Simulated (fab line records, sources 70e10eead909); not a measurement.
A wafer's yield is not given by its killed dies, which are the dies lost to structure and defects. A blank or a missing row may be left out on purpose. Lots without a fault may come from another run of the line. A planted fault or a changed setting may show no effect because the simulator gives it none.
A lot that was struck, set against a sound lot | flow nand-harc | 24 out of 1159 route steps
Sound: the wafers L708.1, L708.2, L708.3. The struck wafers were L715.2, L715.4, L715.6. The cause is named last.
Order at every step that has rows: each side's tool, ch and its chambers, its first start. Under that, the readings that differ: sound wafers | struck wafers | difference of the means | sigmas: that difference in standard deviations of wafers without a fault.
alike: words and numbers the same on both sides, and readings whose means are apart by under 2 such deviations; not compared: readings that were withheld, readings missing a value for some wafer, numbers with overlapping values and no deviation given by the record, and bounds like >300 which may hide the same value.
A row with sigmas, a row that says differs or no value, or rows on one side alone: a step with any of these is where the two part. Numbers that have no deviation but don't overlap get no sigmas and don't part them. A reading that every wafer of one side lacks parts them only if that side has two wafers or more.

NHARC_P_M1_INSPECT_27:
  sound on defect-inspect-01 at day 9 06:10; struck on defect-inspect-01 at day 9 16:19
  alike: raw-defect-count
NHARC_P_M1_PRE_CLEAN_32: time 12 s.
  sound on pecvd-01 ch 0,1,2, day 9 06:52; struck on pecvd-04 ch 0,1, day 9 16:23
  alike: heater-power-w
NHARC_P_M1_DEP_33: deposits SiCN, target thk 30 nm.
  sound on pecvd-01 ch 0,1,2, day 9 06:56; struck on pecvd-04 ch 0,1, day 9 16:28
  reading            | sound       | struck      | difference | sigmas
  heater-power-w (W) | 573 725 585 | 463 509 461 | -150       | -2
  alike: showerhead-vpp-V
then, 8 steps without rows for these wafers: NHARC_P_M2_DEP_00 (deposits SiOC, target thk 182.5 nm); NHARC_P_M2_DEHYDRATE_01 (time 120 s); NHARC_P_M2_HMDS_02 (time 30 s); NHARC_P_M2_COAT_34 (time 65 s); NHARC_P_M2_COAT_03 (resist thk 90 nm); NHARC_P_M2_SOFTBAKE_04 (time 55 s); NHARC_P_M2_EBR_05; NHARC_P_M2_EXPOSE_06 (exposes mask P M2, target cd 170 nm).
NHARC_P_M2_PEB_07: peb time 65 s.
  sound on litho-track-04 ch 0, day 9 08:07; struck on litho-track-04 ch 0, day 9 17:29
  alike: plate-temp-C
then, 1 step without rows for these wafers: NHARC_P_M2_DEVELOP_08 (develop time 35 s).
NHARC_P_M2_CD_MEAS_09: the cd target is 170 nm.
  sound on cd-sem-03 ch 0, day 9 08:11; struck on cd-sem-03 ch 0, day 9 17:34
  reading    | sound             | struck            | difference | sigmas
  cd-nm (nm) | 169.6 169.9 169.0 | 182.3 182.3 183.1 | +13.1      | +22
NHARC_P_M2_OVL_MEAS_10: pitch 340 nm.
  sound on overlay-02 at day 9 08:17; struck on overlay-02 at day 9 17:40
  alike: overlay-x-nm, overlay-y-nm
NHARC_P_M2_INSPECT_11:
  sound on defect-inspect-01 at day 9 08:19; struck on defect-inspect-01 at day 9 17:41
  alike: raw-defect-count
NHARC_P_M2_DESCUM_14: chemistry O2, time 3 s.
  sound on rie-diel-07 ch 0,1,3, day 9 08:22; struck on rie-diel-07 ch 1,2,3, day 9 17:45
  reading               | sound             | struck            | difference | sigmas
  model.P_M2.cd-nm (nm) | 170.1 170.4 169.1 | 182.6 182.4 183.7 | +13.0      |
  alike: drypump-motor-current-A, oes-product-au, rf-vpp-V, showerhead-plenum-p-Torr, throttle-valve-pct
  not compared: rf-hours-counter-h
NHARC_P_M2_ETCH_35: etches the open film in N2/H2, target depth 40 nm, overetch 12 nm, time 43.94 s.
  sound on rie-diel-07 ch 1,2,3, day 9 08:28; struck on rie-diel-07 ch 0,1,3, day 9 17:51
  alike: drypump-motor-current-A, oes-product-au, rf-vpp-V, showerhead-plenum-p-Torr, throttle-valve-pct
  not compared: rf-hours-counter-h
NHARC_P_M2_ETCH_15: etches the open film in C4F8/Ar, target depth 182.5 nm, time 91.2 s.
  sound on rie-diel-07 ch 0,1,2; struck on rie-diel-07 ch 2,3
  reading               | sound             | struck            | difference | sigmas
  oes-product-au (a.u.) | 0.961 0.951 0.984 | 0.917 0.928 0.908 | -0.048     | -2
  alike: rf-vpp-V
  not compared: rf-hours-counter-h
NHARC_P_M2_CD_MEAS_16:
  sound on cd-sem-02 at day 9 08:41; struck on cd-sem-03 at day 9 18:04
  reading    | sound             | struck            | difference | sigmas
  cd-nm (nm) | 170.8 170.0 169.3 | 182.0 181.7 184.2 | +12.6      | +17
NHARC_P_M2_STRIP_18: strips in N2/H2.
  sound on rie-diel-06 ch 0,1,2, day 9 08:45; struck on rie-diel-07 ch 1,2,3, day 9 18:08
  alike: drypump-motor-current-A, oes-product-au, power-w, rf-vpp-V, showerhead-plenum-p-Torr, throttle-valve-pct
  not compared: rf-hours-counter-h
NHARC_P_M2_ETCH_28: etches the open film in CF4/N2, target depth 30 nm, time 72.99 s.
  sound on rie-diel-06 ch 0,1,2; struck on rie-diel-07 ch 2,3
  reading               | sound             | struck            | difference | sigmas
  model.P_M2.cd-nm (nm) | 170.5 170.5 168.9 | 182.5 181.9 184.1 | +12.9      |
  alike: drypump-motor-current-A, oes-product-au, rf-vpp-V, showerhead-plenum-p-Torr, throttle-valve-pct
  not compared: rf-hours-counter-h
then, 1 step without rows for these wafers: NHARC_P_M2_STRIP_19 (strips in post etch residue remover, time 600 s).
-- jump in the record: it breaks off in module P_M2 and resumes in module END (first step shown: number 1159 of the route), and 19 days separate the struck wafers' starts before and after --
NHARC_END_SORT_01:
  sound on prober-02 ch 0, day 25 23:42; struck on prober-02 ch 0, day 28 07:02
  alike: defect-limited-yield, killed-at-array, killed-at-other, killed-at-periphery, killed-dies, killed-open, killed-short, sort_bin_2_pct, sort_bin_3_pct, sort_bin_4_pct, sort-n-pass, sort-rim-yield-pct, sort-yield-pct

== WHERE THEY PART ==
First at NHARC_P_M1_DEP_33; last, within this record, at NHARC_P_M2_CD_MEAS_16. Later steps at which nothing parts them and some readings are alike: NHARC_P_M2_STRIP_18, NHARC_P_M2_ETCH_28, NHARC_END_SORT_01.

WHY: the cause the simulator had injected
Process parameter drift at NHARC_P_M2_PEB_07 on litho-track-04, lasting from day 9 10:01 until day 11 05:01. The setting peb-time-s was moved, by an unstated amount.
